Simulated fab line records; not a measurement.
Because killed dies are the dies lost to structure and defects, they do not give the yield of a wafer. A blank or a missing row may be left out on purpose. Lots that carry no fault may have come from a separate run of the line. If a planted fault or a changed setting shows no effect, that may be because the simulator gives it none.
Matching of chambers || flow nandHarc || NHARC_P_M2_ETCH_35 on rieDiel-11 has 4 sister chambers
The step etches the open film in N2/H2, target depth 40 nm, overetch 12 nm, time 43.94 s. 8 wafers are shown with their chamber, then 11 later ones without.

== WAFERS PAIRED WITH THEIR CHAMBERS ==
{"wafer": "L079.4", "chamber": 3, "drypumpMotorCurrentA (A)": 5.4, "rfVppV (V)": 428.2}
{"wafer": "L080.3", "chamber": 0, "drypumpMotorCurrentA (A)": 6.4, "rfVppV (V)": 432.4}
{"wafer": "L080.6", "chamber": 1, "drypumpMotorCurrentA (A)": 5.1, "rfVppV (V)": 428.7}
{"wafer": "L081.4", "chamber": 1, "drypumpMotorCurrentA (A)": 5.1, "rfVppV (V)": 428.4}
{"wafer": "L081.5", "chamber": 3, "drypumpMotorCurrentA (A)": 5.3, "rfVppV (V)": 429.1}
{"wafer": "L083.2", "chamber": 0, "drypumpMotorCurrentA (A)": 6.4, "rfVppV (V)": 432.7}
{"wafer": "L083.6", "chamber": 2, "drypumpMotorCurrentA (A)": 5.8, "rfVppV (V)": 427.7}
{"wafer": "L084.1", "chamber": 2, "drypumpMotorCurrentA (A)": 5.9, "rfVppV (V)": 427.6}

== WAFERS MISSING THEIR CHAMBER ==
{"wafer": "L084.2", "drypumpMotorCurrentA (A)": 5.1, "rfVppV (V)": 427.5}
{"wafer": "L084.4", "drypumpMotorCurrentA (A)": 5.3, "rfVppV (V)": 428.7}
{"wafer": "L085.3", "drypumpMotorCurrentA (A)": 5.9, "rfVppV (V)": 426.4}
{"wafer": "L085.4", "drypumpMotorCurrentA (A)": 5.4, "rfVppV (V)": 429.0}
{"wafer": "L085.6", "drypumpMotorCurrentA (A)": 6.5, "rfVppV (V)": 434.6}
{"wafer": "L088.2", "drypumpMotorCurrentA (A)": 5.9, "rfVppV (V)": 428.2}
{"wafer": "L088.4", "drypumpMotorCurrentA (A)": 5.1, "rfVppV (V)": 427.8}
{"wafer": "L088.5", "drypumpMotorCurrentA (A)": 5.9, "rfVppV (V)": 427.0}
{"wafer": "L089.3", "drypumpMotorCurrentA (A)": 5.8, "rfVppV (V)": 428.3}
{"wafer": "L089.4", "drypumpMotorCurrentA (A)": 5.8, "rfVppV (V)": 427.1}
{"wafer": "L089.5", "drypumpMotorCurrentA (A)": 6.4, "rfVppV (V)": 434.8}

== CHAMBER TAKEN BY EACH ==
{"wafer": "L084.2", "from the rows above": 1, "in truth": 1}
{"wafer": "L084.4", "from the rows above": 3, "in truth": 3}
{"wafer": "L085.3", "from the rows above": 2, "in truth": 2}
{"wafer": "L085.4", "from the rows above": 3, "in truth": 3}
{"wafer": "L085.6", "from the rows above": 0, "in truth": 0}
{"wafer": "L088.2", "from the rows above": 2, "in truth": 2}
{"wafer": "L088.4", "from the rows above": 1, "in truth": 1}
{"wafer": "L088.5", "from the rows above": 2, "in truth": 2}
{"wafer": "L089.3", "from the rows above": 2, "in truth": 2}
{"wafer": "L089.4", "from the rows above": 2, "in truth": 2}
{"wafer": "L089.5", "from the rows above": 0, "in truth": 0}
11 of 11 placed correctly. Can't be placed from these rows: 0. Number placed wrongly: 0.
How it was worked out, from the rows above alone: a wafer's distance from a chamber is the root of the sum, over the readings, of the square of ((its reading less the chamber's mean) divided by the reading's scatter). If the next closest chamber is less than 2 further off than the closest, the wafer can't be placed; otherwise it belongs to the closest. Each chamber's mean is taken over the wafers shown for it. How the scatter is found: for the shown wafers, subtract from each reading the mean of its chamber, square and add these, divide the total by (wafers less chambers), then take the root.
